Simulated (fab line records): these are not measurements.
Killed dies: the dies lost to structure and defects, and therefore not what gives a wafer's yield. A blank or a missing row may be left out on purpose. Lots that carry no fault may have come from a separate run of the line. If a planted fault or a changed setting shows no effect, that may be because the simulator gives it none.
Which tool was responsible? :: flow n5 finfet :: 24 lots, 72 wafers sampled, at 3 steps of a route of 1938

WHAT THE GAUGES SHOWED, per wafer
N5_BEOL_M2_CD_MEAS_28: target cd 26.2 nm, target cd y 24.1 nm. Usual: cd nm at 26.20 nm, with a standard deviation of 0.23.
lot: L074
measured: day 7 16:53
on: cd sem-02
cd nm (nm): 25.85 26.07 26.54
flag: 

lot: L075
measured: day 7 21:11
on: cd sem-02
cd nm (nm): 25.92 26.59 26.22
flag: 

lot: L076
measured: day 7 21:49
on: cd sem-02
cd nm (nm): 26.18 26.60 26.26
flag: 

lot: L077
measured: day 7 22:22
on: cd sem-01
cd nm (nm): 26.22 26.17 26.07
flag: 

lot: L078
measured: day 8 05:43
on: cd sem-03
cd nm (nm): 26.26 26.21 25.99
flag: 

lot: L079
measured: day 8 05:59
on: cd sem-03
cd nm (nm): 26.33 26.07 25.94
flag: 

lot: L080
measured: day 8 06:10
on: cd sem-03
cd nm (nm): 25.93 26.08 26.64
flag: 

lot: L081
measured: day 8 08:59
on: cd sem-01
cd nm (nm): 26.32 25.79 26.15
flag: 

lot: L082
measured: day 8 11:21
on: cd sem-03
cd nm (nm): 25.97 25.90 26.33
flag: 

lot: L083
measured: day 8 21:05
on: cd sem-01
cd nm (nm): 26.18 26.55 26.02
flag: 

lot: L085
measured: day 9 22:33
on: cd sem-03
cd nm (nm): 26.19 26.22 26.53
flag: 

lot: L084
measured: day 9 23:05
on: cd sem-03
cd nm (nm): 26.06 26.03 26.19
flag: 

lot: L086
measured: day 10 08:23
on: cd sem-03
cd nm (nm): 26.26 26.21 26.59
flag: 

lot: L087
measured: day 10 09:18
on: cd sem-03
cd nm (nm): 25.86 26.14 26.04
flag: 

lot: L088
measured: day 10 11:15
on: cd sem-03
cd nm (nm): 25.91 25.97 26.03
flag: 

lot: L089
measured: day 10 15:01
on: cd sem-02
cd nm (nm): 25.90 25.95 25.81
flag: 

lot: L090
measured: day 10 20:54
on: cd sem-02
cd nm (nm): 26.50 26.27 26.16
flag: 

lot: L091
measured: day 10 21:39
on: cd sem-01
cd nm (nm): 26.22 25.96 26.58
flag: 

lot: L092
measured: day 11 04:04
on: cd sem-03
cd nm (nm): 26.34 26.06 26.38
flag: 

lot: L093
measured: day 11 08:26
on: cd sem-03
cd nm (nm): 26.18 26.24 26.65
flag: 

lot: L094
measured: day 12 00:34
on: cd sem-01
cd nm (nm): 26.47 26.11 26.03
flag: 

lot: L095
measured: day 12 10:23
on: cd sem-02
cd nm (nm): 25.83 26.40 26.10
flag: 

lot: L097
measured: day 12 17:11
on: cd sem-03
cd nm (nm): 26.26 25.87 26.32
flag: 

lot: L096
measured: day 13 00:06
on: cd sem-01
cd nm (nm): 26.03 26.19 26.34
flag: 

N5_BEOL_M2_CD_MEAS_35: target cd 18 nm, target cd y 22.2 nm. Usual: cd nm at 18.0 nm, with a standard deviation of 0.43.
lot: L074
measured: day 7 20:37
on: cd sem-03
cd nm (nm): 17.7 18.2 17.6
flag: 

lot: L075
measured: day 7 22:12
on: cd sem-01
cd nm (nm): 18.3 17.9 18.8
flag: 

lot: L076
measured: day 7 23:56
on: cd sem-02
cd nm (nm): 18.6 18.4 17.9
flag: 

lot: L077
measured: day 8 04:46
on: cd sem-02
cd nm (nm): 18.4 17.8 17.9
flag: 

lot: L078
measured: day 8 07:20
on: cd sem-02
cd nm (nm): 18.2 17.6 18.1
flag: 

lot: L079
measured: day 8 08:49
on: cd sem-02
cd nm (nm): 18.0 18.3 18.6
flag: 

lot: L080
measured: day 8 10:04
on: cd sem-01
cd nm (nm): 16.9 17.3 17.7
flag: 

lot: L081
measured: day 8 10:34
on: cd sem-02
cd nm (nm): 17.9 17.4 17.7
flag: 

lot: L082
measured: day 8 15:31
on: cd sem-01
cd nm (nm): 17.6 18.1 17.7
flag: 

lot: L083
measured: day 8 22:11
on: cd sem-01
cd nm (nm): 18.2 18.3 18.0
flag: 

lot: L085
measured: day 10 06:52
on: cd sem-03
cd nm (nm): 18.7 17.7 17.8
flag: 

lot: L084
measured: day 10 10:10
on: cd sem-03
cd nm (nm): 18.7 17.9 18.1
flag: 

lot: L086
measured: day 10 13:22
on: cd sem-03
cd nm (nm): 18.3 17.9 18.7
flag: 

lot: L087
measured: day 10 16:53
on: cd sem-01
cd nm (nm): 17.8 17.4 17.3
flag: 

lot: L088
measured: day 10 17:11
on: cd sem-03
cd nm (nm): 18.0 17.1 17.9
flag: 

lot: L089
measured: day 10 17:33
on: cd sem-03
cd nm (nm): 18.5 18.3 18.3
flag: 

lot: L090
measured: day 11 01:18
on: cd sem-02
cd nm (nm): 17.8 17.9 18.0
flag: 

lot: L091
measured: day 11 01:16
on: cd sem-02
cd nm (nm): 18.6 18.0 18.0
flag: 

lot: L092
measured: day 11 10:12
on: cd sem-01
cd nm (nm): 18.5 18.4 18.4
flag: 

lot: L093
measured: day 11 10:10
on: cd sem-03
cd nm (nm): 18.0 17.8 17.7
flag: 

lot: L094
measured: day 12 09:54
on: cd sem-03
cd nm (nm): 18.0 18.6 18.6
flag: 

lot: L095
measured: day 12 17:20
on: cd sem-03
cd nm (nm): 18.1 18.2 18.1
flag: 

lot: L097
measured: day 12 21:28
on: cd sem-03
cd nm (nm): 17.7 18.4 17.5
flag: 

lot: L096
measured: day 13 06:19
on: cd sem-03
cd nm (nm): 18.4 17.2 17.3
flag: 

WHAT TOOL EACH LOT RAN ON (gives the tool, then ch and the chambers of the sampled wafers, and finally the start)
lot: L074
N5_BEOL_M2_STRIP_36: rie diel-05 ch 0,3, day 7 20:16

lot: L075
N5_BEOL_M2_STRIP_36: rie diel-05 ch 0,1,3, day 7 21:51

lot: L076
N5_BEOL_M2_STRIP_36: rie diel-05 ch 0,2,3, day 7 23:35

lot: L077
N5_BEOL_M2_STRIP_36: rie diel-06 ch 0,1,2, day 8 04:26

lot: L078
N5_BEOL_M2_STRIP_36: rie diel-01 ch 0,1,3, day 8 06:59

lot: L079
N5_BEOL_M2_STRIP_36: rie diel-05 ch 1,2,3, day 8 08:28

lot: L080
N5_BEOL_M2_STRIP_36: rie diel-01 ch 0,2,3, day 8 09:42

lot: L081
N5_BEOL_M2_STRIP_36: rie diel-01 ch 0,2,3, day 8 10:12

lot: L082
N5_BEOL_M2_STRIP_36: rie diel-06 ch 0,1,2, day 8 15:03

lot: L083
N5_BEOL_M2_STRIP_36: rie diel-06 ch 1,2,3, day 8 21:50

lot: L085
N5_BEOL_M2_STRIP_36: rie diel-06 ch 0,3, day 10 06:31

lot: L084
N5_BEOL_M2_STRIP_36: rie diel-05 ch 0,1,3, day 10 09:49

lot: L086
N5_BEOL_M2_STRIP_36: rie diel-01 ch 0,2,3, day 10 13:01

lot: L087
N5_BEOL_M2_STRIP_36: rie diel-01 ch 0,1,2, day 10 16:32

lot: L088
N5_BEOL_M2_STRIP_36: rie diel-06 ch 0,1, day 10 16:50

lot: L089
N5_BEOL_M2_STRIP_36: rie diel-06 ch 0,1,2, day 10 17:13

lot: L090
N5_BEOL_M2_STRIP_36: rie diel-05 ch 0,1,3, day 11 00:57

lot: L091
N5_BEOL_M2_STRIP_36: rie diel-01 ch 0,1,2, day 11 00:55

lot: L092
N5_BEOL_M2_STRIP_36: rie diel-06 ch 0,1, day 11 09:51

lot: L093
N5_BEOL_M2_STRIP_36: rie diel-05 ch 0,1,2, day 11 09:49

lot: L094
N5_BEOL_M2_STRIP_36: rie diel-06 ch 1,2,3, day 12 09:33

lot: L095
N5_BEOL_M2_STRIP_36: rie diel-01 ch 0,1, day 12 16:59

lot: L097
N5_BEOL_M2_STRIP_36: rie diel-01 ch 0,1,2, day 12 21:07

lot: L096
N5_BEOL_M2_STRIP_36: rie diel-06 ch 2,3, day 13 05:58
- N5_BEOL_M2_STRIP_36: strips in N2/H2.

AS READ BY THE TOOLS THEMSELVES (means over the sampled wafers that have a number; for cases with no such wafer, the mark the record gives instead)
N5_BEOL_M2_STRIP_36. Usual: drypump motor current A 5.6 A, standard deviation 0.42; oes product au 0.81 a.u., standard deviation 0.082; rf vpp V 59.2 V, standard deviation 1.4; showerhead plenum p Torr 2.55 Torr, standard deviation 0.078; throttle valve pct 23.68 %, standard deviation 0.21.
lot: L074
tool: rie diel-05
drypump motor current A (A): 6.1
oes product au (a.u.): 0.72
rf vpp V (V): 59.2
showerhead plenum p Torr (Torr): 2.61
throttle valve pct (%): 23.71
flag: 

lot: L075
tool: rie diel-05
drypump motor current A (A): 6.0
oes product au (a.u.): 0.81
rf vpp V (V): 58.5
showerhead plenum p Torr (Torr): 2.56
throttle valve pct (%): 23.70
flag: 

lot: L076
tool: rie diel-05
drypump motor current A (A): 5.9
oes product au (a.u.): 0.78
rf vpp V (V): 59.6
showerhead plenum p Torr (Torr): 2.56
throttle valve pct (%): 23.65
flag: 

lot: L077
tool: rie diel-06
drypump motor current A (A): 5.6
oes product au (a.u.): 0.77
rf vpp V (V): 59.9
showerhead plenum p Torr (Torr): 2.55
throttle valve pct (%): 23.81
flag: 

lot: L078
tool: rie diel-01
drypump motor current A (A): 5.7
oes product au (a.u.): 0.80
rf vpp V (V): 58.6
showerhead plenum p Torr (Torr): 2.57
throttle valve pct (%): 23.57
flag: 

lot: L079
tool: rie diel-05
drypump motor current A (A): 6.0
oes product au (a.u.): 0.82
rf vpp V (V): 58.9
showerhead plenum p Torr (Torr): 2.52
throttle valve pct (%): 23.75
flag: 

lot: L080
tool: rie diel-01
drypump motor current A (A): 5.3
oes product au (a.u.): 0.83
rf vpp V (V): 59.4
showerhead plenum p Torr (Torr): 2.59
throttle valve pct (%): 23.56
flag: 

lot: L081
tool: rie diel-01
drypump motor current A (A): 5.3
oes product au (a.u.): 0.82
rf vpp V (V): 60.5
showerhead plenum p Torr (Torr): 2.59
throttle valve pct (%): 23.56
flag: 

lot: L082
tool: rie diel-06
drypump motor current A (A): 5.6
oes product au (a.u.): 0.76
rf vpp V (V): 59.5
showerhead plenum p Torr (Torr): 2.54
throttle valve pct (%): 23.83
flag: 

lot: L083
tool: rie diel-06
drypump motor current A (A): 5.6
oes product au (a.u.): 0.84
rf vpp V (V): 58.8
showerhead plenum p Torr (Torr): 2.56
throttle valve pct (%): 23.64
flag: 

lot: L085
tool: rie diel-06
drypump motor current A (A): 5.3
oes product au (a.u.): 0.80
rf vpp V (V): 59.0
showerhead plenum p Torr (Torr): 2.56
throttle valve pct (%): 23.92
flag: 

lot: L084
tool: rie diel-05
drypump motor current A (A): 5.9
oes product au (a.u.): 0.86
rf vpp V (V): 58.8
showerhead plenum p Torr (Torr): 2.55
throttle valve pct (%): 23.68
flag: 

lot: L086
tool: rie diel-01
drypump motor current A (A): 5.3
oes product au (a.u.): 0.80
rf vpp V (V): 59.0
showerhead plenum p Torr (Torr): 2.58
throttle valve pct (%): 23.57
flag: 

lot: L087
tool: rie diel-01
drypump motor current A (A): 5.5
oes product au (a.u.): 0.85
rf vpp V (V): 59.5
showerhead plenum p Torr (Torr): 2.56
throttle valve pct (%): 23.50
flag: 

lot: L088
tool: rie diel-06
drypump motor current A (A): 5.6
oes product au (a.u.): 0.72
rf vpp V (V): 58.2
showerhead plenum p Torr (Torr): 2.49
throttle valve pct (%): 24.04
flag: 

lot: L089
tool: rie diel-06
drypump motor current A (A): 5.6
oes product au (a.u.): 0.75
rf vpp V (V): 58.1
showerhead plenum p Torr (Torr): 2.54
throttle valve pct (%): 23.86
flag: 

lot: L090
tool: rie diel-05
drypump motor current A (A): 6.0
oes product au (a.u.): 0.86
rf vpp V (V): 57.3
showerhead plenum p Torr (Torr): 2.54
throttle valve pct (%): 23.66
flag: 

lot: L091
tool: rie diel-01
drypump motor current A (A): 5.5
oes product au (a.u.): 0.85
rf vpp V (V): 59.9
showerhead plenum p Torr (Torr): 2.56
throttle valve pct (%): 23.50
flag: 

lot: L092
tool: rie diel-06
drypump motor current A (A): 5.9
oes product au (a.u.): 0.70
rf vpp V (V): 60.4
showerhead plenum p Torr (Torr): 2.44
throttle valve pct (%): 23.97
flag: 

lot: L093
tool: rie diel-05
drypump motor current A (A): 5.8
oes product au (a.u.): 0.81
rf vpp V (V): 58.9
showerhead plenum p Torr (Torr): 2.49
throttle valve pct (%): 23.68
flag: 

lot: L094
tool: rie diel-06
drypump motor current A (A): 5.5
oes product au (a.u.): 0.80
rf vpp V (V): 59.5
showerhead plenum p Torr (Torr): 2.55
throttle valve pct (%): 23.69
flag: 

lot: L095
tool: rie diel-01
drypump motor current A (A): 5.9
oes product au (a.u.): 0.80
rf vpp V (V): 59.1
showerhead plenum p Torr (Torr): 2.53
throttle valve pct (%): 23.54
flag: 

lot: L097
tool: rie diel-01
drypump motor current A (A): 5.5
oes product au (a.u.): 0.82
rf vpp V (V): 58.4
showerhead plenum p Torr (Torr): 2.55
throttle valve pct (%): 23.54
flag: 

lot: L096
tool: rie diel-06
drypump motor current A (A): 5.2
oes product au (a.u.): 0.83
rf vpp V (V): 59.1
showerhead plenum p Torr (Torr): 2.64
throttle valve pct (%): 23.56
flag: 

THE ANSWER, worked out from the rows above alone
Rule: lot off if the mean of its wafers having a number is beyond 3 standard deviations from the usual mean. A lot without any number at a reading at which 4 lots or more have one is off too. Any other lot the step has rows for is counted as sound. First the gauges in route order, then the tools' own readings, where a lot's mean is used as printed above. The first step at which some lot is off is used, and at that step the reading that is off furthest; a lot without a number counts as furthest.
No lot is off on any of the readings shown, so nothing can be concluded from this.

WHAT HAD BEEN PUT IN BY THE SIMULATOR
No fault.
